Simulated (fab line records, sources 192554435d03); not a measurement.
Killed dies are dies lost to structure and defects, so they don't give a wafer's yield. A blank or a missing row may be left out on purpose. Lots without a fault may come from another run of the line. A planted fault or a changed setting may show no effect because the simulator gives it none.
fab line records | flow n5_finfet
record lots=7 wafers=21 last_day=17
route steps=1938 shown MOL_CONTACT_COAG@617 BEOL_M4@1111 PASSIVATION@1936
lots that met no fault: from a run of the same line without faults
start_h: hours from the record's first day to the start of the lot's first wafer shown | wait_h: hours since the lot's step before | " the same as in the row above | L1.1+2: a row that stands for several wafers | - no value, or no start given | * or withheld: withheld | < > ~ a bound
route shown NAME@n: a module of which the file shows steps, and the number in the route of the first | usual: mean/standard deviation of fault-free wafers | same: alike in all rows | chamber/n: place in a boat | sites: the reading at each site | _std_site: their standard deviation | _edge_site: outer sites' mean less inner sites' | radius_mm: how far each site lies from the wafer's centre | mask NAME#n: copy n | behind: the tool/chamber that last shaped the wafer | hold: why the lot was held/for how many hours/how that ended | device: the transistor (n, p or np) that didn't switch | end of line: the same wafers' tests at the end of the route | a step without rows: its recipe alone | killed: dies lost to structure and defects at the first sort, not the wafer's yield | map: a wafer's dies, x killed, . not, _ none there
set.NAME: the setting as run; set.NAME@STEP: as run at that earlier step | model.NAME: the simulator's own value behind a step, which no gauge read
lots at some steps of the route; a table a step, a row a wafer
services: from which hour (start_h, from the record's first day; less than 0 if before it) a tool's chamber was out of use, for how many hours, and why
## steps
# step N5_MOL_CONTACT_COAG_ETCH_48
# recipe chemistry=C4F6/O2 target_depth_a=150 overetch_a=45 mask_material=SOC target=SiOC bias_w=465 pressure_mtorr=10 time_s=17 source_w=335 Ar_flow_sccm=300 C4F6_flow_sccm=10 O2_flow_sccm=10 ion_energy_ev=576
# usual drypump_motor_current_A=5.8/0.43 oes_o_777_au=0.79/0.1 oes_product_au=0.67/0.096 rf_vpp_V=1599/59 showerhead_plenum_p_Torr=2.87/0.07 throttle_valve_pct=40.6/0.37
# columns lot.wafer tool chamber start_h wait_h drypump_motor_current_A oes_o_777_au oes_product_au rf_hours_counter_h rf_vpp_V showerhead_plenum_p_Torr throttle_valve_pct
L870.1 rie_diel-06 1 116.62 0.0 6.5 0.72 0.61 230 1649 2.93 40.6
L870.3 " 0 " " 5.3 0.67 0.61 184 1530 2.76 41.0
L870.4 " 2 " " 6.4 0.71 0.62 - 1675 2.88 40.2
L872.1 rie_diel-06 3 129.13 0.0 5.7 0.97 0.83 1 1559 2.89 40.3
L872.2 " 1 " " 6.5 0.71 0.58 235 1650 2.93 40.6
L872.5 " 1 " " 6.5 0.71 0.59 - 1650 2.93 40.6
L875.1 rie_diel-04 2 150.06 0.0 5.9 0.80 0.72 97 1651 2.97 40.4
L875.2 " 1 " " 5.4 0.74 0.61 220 1571 2.89 40.1
L875.5 " 0 " " 5.3 0.72 0.56 - 1656 2.93 41.4
L877.1 rie_diel-04 3 165.00 0.0 5.4 0.76 0.64 225 1464 2.80 40.5
L877.3 " 0 " " 5.3 0.72 0.59 239 1657 2.93 41.4
L877.5 " 2 " " 5.9 0.79 0.71 - 1652 2.97 40.4
L880.1 rie_diel-05 3 182.54 0.0 6.1 0.68 0.57 235 1594 2.80 40.3
L880.4 " 0 " " 5.4 0.87 0.81 13 1620 2.79 41.2
L880.5 " 1 " " 6.1 0.86 0.74 - 1588 2.89 40.6
L881.4 rie_diel-04 1 185.09 0.0 5.4 0.73 0.64 234 1570 2.89 40.1
L881.5 " 1 " " 5.4 0.73 0.60 - 1571 2.89 40.2
L881.6 " 0 " " 5.3 0.71 0.54 - 1658 2.93 41.4
L882.1 rie_diel-05 3 193.33 0.0 6.1 0.68 0.55 239 1594 2.79 40.3
L882.3 " 0 " " 5.4 0.86 0.76 17 1617 2.79 41.2
L882.5 " 3 " " 6.1 0.68 0.56 - 1593 2.79 40.3
# step N5_MOL_CONTACT_COAG_STRIP_72
# recipe chemistry=N2/H2 power_w=450 temp_c=40 pressure_mtorr=20 rf_frequency_hz=6e+07 overash_fraction=3 bias_power_w=7 h2_frac=0.5 n2_flow_sccm=200 h2_flow_sccm=200
# usual drypump_motor_current_A=5.8/0.44 oes_product_au=0.79/0.11 power_w=450.2/1.4 rf_vpp_V=59.2/2 showerhead_plenum_p_Torr=2.56/0.08 throttle_valve_pct=23.6/0.34
# columns lot.wafer tool chamber start_h wait_h drypump_motor_current_A oes_product_au power_w rf_hours_counter_h rf_vpp_V showerhead_plenum_p_Torr throttle_valve_pct
L870.1 rie_diel-06 1 116.67 0.0 6.5 0.71 449.6 230 60.1 2.59 23.4
L870.3 " 0 " " 5.4 0.69 449.3 184 61.7 2.40 23.4
L870.4 " 2 " " 6.4 0.69 451.9 - 56.0 2.59 23.4
L872.1 rie_diel-06 3 129.19 0.0 5.7 0.97 449.0 1 61.5 2.61 23.3
L872.2 " 1 " " 6.5 0.69 450.3 235 60.5 2.59 23.4
L872.5 " 1 " " 6.5 0.69 451.1 - 57.0 2.59 23.4
L875.1 rie_diel-04 2 150.11 0.0 5.8 0.81 448.8 97 56.2 2.66 23.4
L875.2 " 1 " " 5.4 0.73 454.0 220 60.4 2.63 24.2
L875.5 " 0 " " 5.3 0.69 450.3 - 56.8 2.59 23.8
L877.1 rie_diel-04 3 165.06 0.0 5.3 0.73 448.4 225 56.6 2.50 23.6
L877.3 " 0 " " 5.3 0.67 450.8 239 61.5 2.59 23.9
L877.5 " 2 " " 5.9 0.82 449.9 - 60.6 2.66 23.4
L880.1 rie_diel-05 3 182.59 0.0 6.1 0.69 448.6 235 57.8 2.52 24.1
L880.4 " 0 " " 5.4 0.90 449.4 13 60.9 2.51 24.0
L880.5 " 1 " " 6.1 0.89 450.0 - 57.5 2.58 23.3
L881.4 rie_diel-04 1 185.14 0.0 5.4 0.72 448.5 234 63.2 2.63 24.2
L881.5 " 1 " " 5.4 0.70 446.7 - 59.9 2.63 24.2
L881.6 " 0 " " 5.3 0.65 451.4 - 59.9 2.59 23.8
L882.1 rie_diel-05 3 193.39 0.0 6.2 0.69 449.5 239 56.3 2.52 24.1
L882.3 " 0 " " 5.3 0.92 450.0 17 61.1 2.51 23.9
L882.5 " 3 " " 6.2 0.67 452.3 - 55.0 2.52 24.1
# step N5_MOL_CONTACT_COAG_STRIP_49
# recipe chemistry=N2/H2 time_s=30 power_w=1000 temp_c=250 pressure_mtorr=withheld n2_flow_sccm=1750 h2_flow_sccm=3250
# usual drypump_motor_current_A=5.7/0.54 heater_power_w=350/20
# columns lot.wafer tool chamber start_h wait_h drypump_motor_current_A heater_power_w rf_hours_counter_h
L870.1 plasma_asher-01 0 116.75 - 5.1 382 49
L870.3 " 1 " " 6.5 330 -
L870.4 " 0 " " 5.1 371 -
L872.1 plasma_asher-01 0 129.27 - 5.1 376 52
L872.2 " 1 " " 6.4 340 52
L872.5 " 0 " " 5.1 384 -
L875.1 plasma_asher-02 1 150.19 - 5.5 346 100
L875.2 " 0 " " 5.8 338 100
L875.5 " 1 " " 5.5 347 -
L877.1 plasma_asher-02 0 165.14 - 5.8 322 103
L877.3 " 0 " " 5.8 326 -
L877.5 " 1 " " 5.5 343 -
L880.1 plasma_asher-01 0 182.67 - 5.1 383 60
L880.4 " 0 " " 5.1 373 -
L880.5 " 0 " " 5.1 380 -
L881.4 plasma_asher-01 0 185.25 - 5.1 376 -
L881.5 " 0 " " 5.1 379 -
L881.6 " 1 " " 6.4 333 -
L882.1 plasma_asher-01 1 193.47 - 6.4 337 62
L882.3 " 0 " " 5.1 374 -
L882.5 " 1 " " 6.4 338 -
# step N5_MOL_CONTACT_COAG_PRECLEAN_138
# recipe chemistry=alkaline_clean temp_c=60 time_s=60 do_ppb=50
# step N5_MOL_CONTACT_COAG_SRD_139
# recipe dry=ipa_marangoni time_s=30 temp_c=23 rinse_liquid=diw
# step N5_MOL_CONTACT_COAG_CD_MEAS_101
# recipe target_cd_nm=16
# usual cd_nm=16.0/0.44
# columns lot.wafer tool chamber start_h wait_h cd_nm
L870.1 cd_sem-01 - 116.90 0.0 15.6
L870.3 " - " " 16.0
L870.4 " - " " 16.1
L872.1 cd_sem-03 - 129.42 0.0 16.8
L872.2 " - " " 16.3
L872.5 " - " " 16.6
L875.1 cd_sem-02 - 150.34 0.0 15.6
L875.2 " - " " 15.7
L875.5 " - " " 16.3
L877.1 cd_sem-03 - 165.29 0.0 16.2
L877.3 " - " " 15.9
L877.5 " - " " 16.0
L880.1 cd_sem-03 - 182.82 0.0 16.5
L880.4 " - " " 15.7
L880.5 " - " " 15.7
L881.4 cd_sem-03 - 185.41 0.0 16.0
L881.5 " - " " 15.1
L881.6 " - " " 15.7
L882.1 cd_sem-02 - 193.65 0.0 16.1
L882.3 " - " " 15.8
L882.5 " - " " 16.4
# step N5_MOL_CONTACT_COAG_PRE_CLEAN_121
# recipe gas=H2/He time_s=* temp_c=withheld
# step N5_MOL_CONTACT_COAG_CVD_140
# recipe material=W target_thk_a=665 mode=selective_fill temp_c=300 time_s=215
# usual heater_power_w=454/61
# columns lot.wafer tool chamber start_h wait_h heater_power_w
L870.1 cvd_w-02 1 117.03 0.1 397
L870.3 " 0 " " 425
L870.4 " 1 " " 400
L872.1 cvd_w-01 0 129.55 0.1 548
L872.2 " 1 " " 474
L872.5 " 1 " " 476
L875.1 cvd_w-01 1 150.47 0.1 468
L875.2 " 0 " " 572
L875.5 " 0 " " 563
L877.1 cvd_w-02 0 165.42 0.1 435
L877.3 " 0 " " 416
L877.5 " 0 " " 423
L880.1 cvd_w-02 1 182.95 0.1 405
L880.4 " 0 " " 429
L880.5 " 0 " " 427
L881.4 cvd_w-02 0 185.62 0.1 421
L881.5 " 1 " " 392
L881.6 " 0 " " 425
L882.1 cvd_w-01 1 193.78 0.1 489
L882.3 " 0 " " 557
L882.5 " 0 " " 568
# step N5_MOL_CONTACT_COAG_PRECLEAN_127
# recipe chemistry=DIW time_s=57.5 temp_c=23
# step N5_MOL_CONTACT_COAG_SRD_128
# recipe dry_time_s=32 dry=n2_spin spin_rpm=1500
# step N5_MOL_CONTACT_COAG_CMP_52
# recipe stop_on=SiO2 t_overpolish_s=1.5 post_cmp_clean=w_dilute_nh4oh down_force_psi=4 platen_rpm=50.289 pad_velocity_m_s=1.0006 target_thk_nm=66.5
# usual motor_current_A=12.0/1.1 overpolish_run_s=1.502/0.0095 time_to_endpoint_s=15/3.1
# columns lot.wafer tool chamber start_h wait_h motor_current_A overpolish_run_s time_to_endpoint_s
L870.4 cmp-04 3 117.35 0.0 11.5 1.509 16
L870.1 " 1 " " 10.6 1.519 11
L870.3 " 2 " " 10.9 1.510 11
L872.2 cmp-02 0 130.03 0.2 11.4 1.502 15
L872.1 " 2 " " 12.6 1.493 11
L872.5 " 3 " " 13.9 1.506 14
L875.1 cmp-03 2 150.79 0.0 14.4 1.502 12
L875.2 " 1 " " 11.5 1.500 18
L875.5 " 2 " " 15.3 1.504 9
L877.3 cmp-03 0 165.74 0.0 10.9 1.517 18
L877.1 " 2 " " 15.2 1.506 12
L877.5 " 1 " " 11.6 1.492 19
L880.1 cmp-03 1 183.34 0.1 11.7 1.498 21
L880.4 " 3 " " 12.2 1.499 13
L880.5 " 1 " " 11.2 1.507 19
L881.4 cmp-02 0 185.94 0.1 12.3 1.498 17
L881.6 " 2 " " 12.6 1.497 14
L881.5 " 3 " " 13.7 1.498 16
L882.1 cmp-02 3 194.18 0.1 12.7 1.500 12
L882.3 " 0 " " 11.5 1.495 13
L882.5 " 2 " " 11.8 1.502 11
# step N5_MOL_CONTACT_COAG_THK_MEAS_53
# recipe reads=SiO2_of_MOL_CONTACT_COAG_PECVD_31
# usual VIA_MOL_THK=44.2/0.83
# columns lot.wafer tool chamber start_h wait_h VIA_MOL_THK[nm]
L870.1 film_metro-02 - 117.64 - 45.0
L870.3 " - " " 43.9
L870.4 " - " " 45.6
L872.1 film_metro-02 - 130.28 - 43.4
L872.2 " - " " 44.5
L872.5 " - " " 44.2
L875.1 film_metro-02 - 151.09 - 43.9
L875.2 " - " " 43.0
L875.5 " - " " 44.9
L877.1 film_metro-02 - 166.03 - 44.1
L877.3 " - " " 43.8
L877.5 " - " " 44.7
L880.1 film_metro-02 - 183.60 - 43.1
L880.4 " - " " 44.0
L880.5 " - " " 44.8
L881.4 film_metro-01 - 186.16 - 44.7
L881.5 " - " " 45.0
L881.6 " - " " 44.4
L882.1 film_metro-01 - 194.40 - 43.8
L882.3 " - " " 43.4
L882.5 " - " " 44.4
# step N5_MOL_CONTACT_COAG_ANNEAL_112
# recipe temp_c=400 time_s=1800 ambient=HPD2 pressure_atm=10
# usual spike_tc_bottom_C=426.0/1.1 spike_tc_centre_C=400.3/0.91 spike_tc_lower_C=399.9/0.92 spike_tc_top_C=430.3/1.1 spike_tc_upper_C=400.4/1.1 wafer_temp_C_max=402.2/0.49 zone_power_bottom_pct=12.03/0.11 zone_power_centre_pct=9.33/0.086 zone_power_lower_pct=8.33/0.079 zone_power_top_pct=21.77/0.22 zone_power_upper_pct=9.09/0.097
# columns lot.wafer tool chamber start_h wait_h spike_tc_bottom_C spike_tc_centre_C spike_tc_lower_C spike_tc_top_C spike_tc_upper_C wafer_temp_C_max zone_power_bottom_pct zone_power_centre_pct zone_power_lower_pct zone_power_top_pct zone_power_upper_pct
L870.1 hp_anneal-01 0 120.38 2.7 426.9 399.7 399.8 431.2 400.9 402.7 11.91 9.16 8.33 21.92 9.17
L870.3 " 0 " " 427.1 399.8 399.6 430.5 399.5 402.3 11.88 9.32 8.32 21.82 9.14
L870.4 " 0 " " 426.2 401.3 398.3 431.5 400.6 401.7 12.18 9.29 8.33 21.76 9.32
L872.1 hp_anneal-01 0 130.35 0.1 426.1 401.5 399.8 429.7 403.2 401.9 12.03 9.52 8.14 21.20 9.11
L872.2 " 0 " " 424.2 400.7 399.4 432.8 401.7 402.6 11.93 9.30 8.39 21.52 9.17
L872.5 " 0 " " 425.8 400.8 400.7 429.3 399.1 402.0 12.12 9.35 8.35 21.81 9.11
L875.1 hp_anneal-01 0 151.12 0.0 425.5 400.9 401.4 431.8 398.3 401.8 11.92 9.49 8.38 21.69 9.28
L875.2 " 0 " " 426.2 399.5 400.5 432.5 400.1 402.5 12.03 9.33 8.46 21.68 9.10
L875.5 " 0 " " 427.3 399.6 399.6 431.8 400.2 402.9 11.90 9.19 8.40 21.60 9.16
L877.1 hp_anneal-01 0 166.06 0.0 426.0 399.1 401.0 432.9 401.5 402.4 12.08 9.27 8.31 21.46 9.08
L877.3 " 0 " " 423.5 400.3 398.8 428.9 401.0 402.8 12.02 9.30 8.31 21.79 8.95
L877.5 " 0 " " 426.6 400.1 399.4 431.7 398.8 402.8 12.22 9.25 8.26 21.42 9.21
L880.1 hp_anneal-01 0 183.62 0.0 418.7 389.9 389.5 420.9 390.7 393.0 11.63 9.11 8.00 21.01 8.91
L880.4 " 0 " " 418.0 391.1 390.2 421.1 391.4 392.9 11.62 8.99 8.16 21.08 8.85
L880.5 " 0 " " 414.3 391.3 389.6 420.5 390.9 393.7 11.65 9.03 8.17 20.98 8.83
L881.4 hp_anneal-01 0 186.62 0.5 418.2 390.7 389.9 422.0 390.4 392.0 11.76 9.09 8.03 21.23 8.95
L881.5 " 0 " " 416.7 389.0 390.6 421.6 391.9 392.7 11.65 9.01 8.20 21.52 8.84
L881.6 " 0 " " 416.6 390.6 391.3 422.1 391.0 392.4 11.64 8.98 8.07 20.72 8.66
L882.1 hp_anneal-01 0 194.42 0.0 414.8 389.9 390.6 422.1 392.5 393.1 11.75 8.98 8.03 20.80 8.78
L882.3 " 0 " " 413.9 391.9 390.5 420.6 390.8 391.6 11.74 9.16 7.98 21.24 9.00
L882.5 " 0 " " 416.7 390.3 389.9 422.2 391.0 391.5 11.59 9.02 8.15 21.10 8.75
# step N5_MOL_CONTACT_COAG_INSPECT_97
# recipe inspect_instrument=darkfield mode=post_anneal
# usual raw_defect_count=44/15
# columns lot.wafer tool chamber start_h wait_h raw_defect_count
L870.1 defect_inspect-01 - 123.42 0.0 42
L870.3 " - " " 31
L870.4 " - " " 40
L872.1 defect_inspect-02 - 133.38 0.0 35
L872.2 " - " " 86
L872.5 " - " " 58
L875.1 defect_inspect-02 - 154.14 0.0 49
L875.2 " - " " 30
L875.5 " - " " 41
L877.1 defect_inspect-02 - 169.08 0.0 59
L877.3 " - " " 38
L877.5 " - " " 36
L880.1 defect_inspect-02 - 186.65 0.0 38
L880.4 " - " " 82
L880.5 " - " " 30
L881.4 defect_inspect-02 - 189.71 0.1 37
L881.5 " - " " 32
L881.6 " - " " 28
L882.1 defect_inspect-01 - 197.45 0.0 48
L882.3 " - " " 59
L882.5 " - " " 38
# step N5_BEOL_M4_RC_MEAS_101
# usual DIBL_N=36.1/2 DIBL_P=36.3/2.5 IOFF_N=0.16/0.037 IOFF_P=0.21/0.039 ION_N=678/15 ION_P=465/8.7 SS_N=71.4/0.7 SS_P=73.3/0.74 VT_N=249/3.6 VT_P=-250.0/2.9
# columns lot.wafer tool chamber start_h wait_h DIBL_N[mV/V] DIBL_P[mV/V] IOFF_N[nA/um] IOFF_P[nA/um] ION_N[uA/um] ION_P[uA/um] SS_N[mV/dec] SS_P[mV/dec] VT_N[mV] VT_P[mV]
L870.1 prober-02 0 181.07 0.0 37.8 37.0 0.16 0.24 687 473 71.6 73.8 250 -247.3
L870.3 " 0 " " 35.7 32.9 0.12 0.18 654 451 71.3 72.5 254 -252.8
L870.4 " 0 " " 33.7 31.7 0.09 0.17 640 449 70.3 72.8 256 -252.8
L872.1 prober-02 0 197.80 0.0 33.9 35.8 0.13 0.19 665 464 71.0 72.8 254 -252.9
L872.2 " 0 " " 36.1 37.4 0.16 0.20 682 467 71.2 73.4 251 -253.5
L872.5 " 0 " " 33.3 34.6 0.12 0.18 668 462 70.1 73.2 255 -254.2
L875.1 prober-02 0 232.92 0.0 34.1 35.9 0.13 0.16 673 463 70.8 72.2 253 -254.6
L875.2 " 0 " " 34.2 36.3 0.13 0.16 677 459 70.8 72.2 252 -255.3
L875.5 " 0 " " 37.2 39.5 0.19 0.22 695 469 71.4 73.8 247 -253.5
L877.1 prober-02 0 238.76 0.0 38.3 37.1 0.21 0.25 692 466 72.3 74.3 245 -248.0
L877.3 " 0 " " 36.3 35.6 0.16 0.21 692 472 72.3 73.4 250 -250.9
L877.5 " 0 " " 38.0 38.4 0.20 0.27 717 484 72.4 74.0 246 -247.1
L881.4 prober-01 0 269.30 0.5 36.8 36.9 0.18 0.23 677 463 71.9 74.2 248 -247.7
L881.5 " 0 " " 36.0 35.8 0.15 0.22 655 457 71.8 74.3 251 -252.9
L881.6 " 0 " " 35.5 36.3 0.16 0.23 681 470 71.7 74.0 247 -247.7
L880.1 prober-02 0 275.10 0.0 38.8 40.3 0.20 0.23 691 475 72.6 74.5 247 -250.6
L880.4 " 0 " " 40.2 42.1 0.24 0.28 676 459 73.1 75.0 248 -251.4
L880.5 " 0 " " 38.7 39.6 0.20 0.23 686 463 71.8 74.8 246 -251.2
L882.1 prober-02 0 284.88 0.5 37.0 37.8 0.19 0.23 698 466 71.2 74.2 248 -251.2
L882.3 " 0 " " 35.1 32.8 0.13 0.15 668 448 71.3 73.3 256 -255.2
L882.5 " 0 " " 38.4 38.8 0.22 0.25 703 470 72.4 74.1 247 -249.1
# step N5_PASSIVATION_PROBE_49
# usual defect_limited_yield=91.1/1.3 killed_at_M0_to_M3=32/9.7 killed_at_M4_up=16/6 killed_at_contacts=12/5.9 killed_at_front_end=41/11 killed_at_other=4/3.1 killed_dies=104/16 killed_open=68/12 killed_short=34/7.4 sort_bin_5_function=5.1/0.85 sort_bin_6_memory=3.3/0.66 sort_bin_8_speed=0.1/0.53 sort_n_pass=1075/16 sort_yield_pct=91.1/1.4
# same gross_dies=1180 killed_at_back_side=0 sort_bin_4_leakage[%]=0
# columns lot.wafer tool chamber start_h wait_h defect_limited_yield[%] killed_at_M0_to_M3 killed_at_M4_up killed_at_contacts killed_at_front_end killed_at_other killed_dies killed_open killed_short sort_bin_5_function[%] sort_bin_6_memory[%] sort_bin_8_speed[%] sort_n_pass sort_yield_pct[%]
L875.1 prober-01 - 332.20 0.0 92.9 17 10 21 32 4 84 46 37 4.0 2.7 0 1096 92.9
L875.2 prober-01 - 332.25 0.1 91.8 32 12 17 34 2 97 51 40 4.5 3.1 0 1083 91.8
L875.5 prober-01 - 332.40 0.2 89.2 27 19 21 58 3 128 79 47 6.1 4.2 0 1052 89.2
L882.1 prober-02 - 398.95 0.0 89.7 44 12 16 47 2 121 83 38 6.0 4.0 0 1059 89.7
# killed by level:class
L875.1 MOL_CONTACT_COAG:geometric_particle:open=16 FIN_SAQP:geometric_particle:short=10 FIN_SAQP:geometric_particle:open=7 BEOL_M0_SAQP:geometric_particle:short=6 MOL_CONTACT_COAG:geometric_particle:short=5 ILD0:geometric_particle:open=3 BEOL_M1:geometric_particle:short=3 PASS1_CAP:geometric_particle:short=3
L875.2 FIN_SAQP:geometric_particle:short=15 MOL_CONTACT_COAG:geometric_particle:open=13 BEOL_M0_SAQP:geometric_particle:open=7 BEOL_M5:geometric_particle:open=6 BEOL_M1:geometric_particle:open=6 BEOL_M0_SAQP:geometric_particle:short=5 MOL_CONTACT_COAG:geometric_particle:short=4 BEOL_M2:geometric_particle:open=4
L875.5 FIN_SAQP:geometric_particle:short=17 FIN_SAQP:geometric_particle:open=16 MOL_CONTACT_COAG:geometric_particle:open=16 BEOL_M3:geometric_particle:open=11 BEOL_M5:geometric_particle:open=7 DUMMY_GATE:geometric_particle:open=5 GATE_CUT:geometric_particle:short=5 MOL_CONTACT_COAG:geometric_particle:short=5
L882.1 FIN_SAQP:geometric_particle:open=19 MOL_CONTACT_COAG:geometric_particle:open=12 BEOL_M0_SAQP:geometric_particle:open=12 BEOL_M2:geometric_particle:open=11 BEOL_M0_SAQP:geometric_particle:short=10 FIN_SAQP:geometric_particle:short=9 BEOL_M4:geometric_particle:open=8 DUMMY_GATE:geometric_particle:open=5
## services
# columns tool chamber start_h hours kind
rie_diel-05 1 102.88 4.1 repair
rie_diel-06 3 109.47 - clean
rie_diel-06 3 109.47 - consumable_replace:focus_ring
rie_diel-06 3 109.47 17.5 scheduled_down
rie_diel-06 3 109.47 17.5 vent_cycle
cmp-03 - 119.44 0.9 repair
rie_diel-05 0 124.16 - clean
rie_diel-05 0 124.16 - consumable_replace:focus_ring
rie_diel-05 0 124.16 14.1 scheduled_down
rie_diel-05 0 124.16 14.1 vent_cycle
rie_diel-06 2 127.08 - clean
rie_diel-06 2 127.08 - consumable_replace:focus_ring
plasma_asher-01 - 137.25 14.6 pm
cmp-04 - 140.74 4.0 pm
cvd_w-01 - 150.71 2.8 pm
cmp-02 - 155.54 2.0 repair
cmp-02 - 163.44 3.8 pm
rie_diel-05 0 167.07 5.0 repair
cmp-04 - 171.47 3.7 pm
rie_diel-04 2 175.54 3.6 repair
plasma_asher-02 - 178.06 0.3 repair
rie_diel-05 1 183.42 12.0 repair
cmp-03 - 185.96 4.0 pm
cvd_w-01 - 188.19 1.5 repair
## key
first_sign step=N5_MOL_CONTACT_COAG_ANNEAL_112 reading=wafer_temp_C_max direction=down sigmas=20 usual=* struck=*
effect step=N5_MOL_CONTACT_COAG_ANNEAL_112 reading=spike_tc_centre_C direction=down sigmas=11 usual=400.3 struck=390.5
met_at N5_MOL_CONTACT_COAG_ANNEAL_112
struck_wafers L880.1,L880.4,L880.5,L881.4,L881.5,L881.6,L882.1,L882.3,L882.5
fault kind=process_parameter_drift tool=hp_anneal-01 chamber=- onset_h=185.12 steps=N5_MOL_CONTACT_COAG_ANNEAL_112 channel=temp_c offset=* shape=step end_h=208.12 stated=*
